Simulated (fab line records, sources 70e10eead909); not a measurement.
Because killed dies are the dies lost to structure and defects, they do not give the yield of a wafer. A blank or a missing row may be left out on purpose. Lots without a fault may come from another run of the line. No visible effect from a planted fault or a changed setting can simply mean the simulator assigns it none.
Chamber matching || flow nand harc || NHARC_A_BONDPAD_STRIP_15 on rie diel-05: 4 sister chambers
The step strips in O2. 8 wafers are shown with their chamber, then 8 later ones without.

== WAFERS, EACH WITH ITS CHAMBER ==
{"wafer": "L391.2", "chamber": 0, "showerhead plenum p Torr (Torr)": 3.33, "drypump motor current A (A)": 5.6}
{"wafer": "L400.1", "chamber": 1, "showerhead plenum p Torr (Torr)": 3.61, "drypump motor current A (A)": 6.1}
{"wafer": "L400.2", "chamber": 0, "showerhead plenum p Torr (Torr)": 3.33, "drypump motor current A (A)": 5.6}
{"wafer": "L400.6", "chamber": 2, "showerhead plenum p Torr (Torr)": 3.33, "drypump motor current A (A)": 6.2}
{"wafer": "L396.1", "chamber": 3, "showerhead plenum p Torr (Torr)": 3.72, "drypump motor current A (A)": 6.7}
{"wafer": "L396.5", "chamber": 1, "showerhead plenum p Torr (Torr)": 3.60, "drypump motor current A (A)": 6.1}
{"wafer": "L396.6", "chamber": 3, "showerhead plenum p Torr (Torr)": 3.72, "drypump motor current A (A)": 6.6}
{"wafer": "L407.1", "chamber": 2, "showerhead plenum p Torr (Torr)": 3.33, "drypump motor current A (A)": 6.2}

== WAFERS MISSING THEIR CHAMBER ==
{"wafer": "L407.3", "showerhead plenum p Torr (Torr)": 3.60, "drypump motor current A (A)": 6.1}
{"wafer": "L407.5", "showerhead plenum p Torr (Torr)": 3.33, "drypump motor current A (A)": 5.6}
{"wafer": "L404.1", "showerhead plenum p Torr (Torr)": 3.60, "drypump motor current A (A)": 6.1}
{"wafer": "L404.3", "showerhead plenum p Torr (Torr)": 3.33, "drypump motor current A (A)": 5.6}
{"wafer": "L404.4", "showerhead plenum p Torr (Torr)": 3.60, "drypump motor current A (A)": 6.1}
{"wafer": "L409.2", "showerhead plenum p Torr (Torr)": 3.33, "drypump motor current A (A)": 5.6}
{"wafer": "L409.3", "showerhead plenum p Torr (Torr)": 3.33, "drypump motor current A (A)": 6.2}
{"wafer": "L409.5", "showerhead plenum p Torr (Torr)": 3.60, "drypump motor current A (A)": 6.1}

== CHAMBER TAKEN BY EACH ==
{"wafer": "L407.3", "from the rows above": 1, "in truth": 1}
{"wafer": "L407.5", "from the rows above": 0, "in truth": 0}
{"wafer": "L404.1", "from the rows above": 1, "in truth": 1}
{"wafer": "L404.3", "from the rows above": 0, "in truth": 0}
{"wafer": "L404.4", "from the rows above": 1, "in truth": 1}
{"wafer": "L409.2", "from the rows above": 0, "in truth": 0}
{"wafer": "L409.3", "from the rows above": 2, "in truth": 2}
{"wafer": "L409.5", "from the rows above": 1, "in truth": 1}
Placed correctly: 8 of 8. Not placeable from these rows: 0. Number placed wrongly: 0.
How it was worked out, from the rows above alone: a wafer's distance from a chamber is the root of the sum, over the readings, of the square of ((its reading less the chamber's mean) divided by the reading's scatter). The wafer belongs to the nearest chamber; if the next one is less than 2 further off, it can't be placed. Each chamber's mean is taken over the wafers shown for it. The scatter: the root of (the sum of the squares of (reading less its chamber's mean) over the shown wafers, divided by (wafers less chambers)).
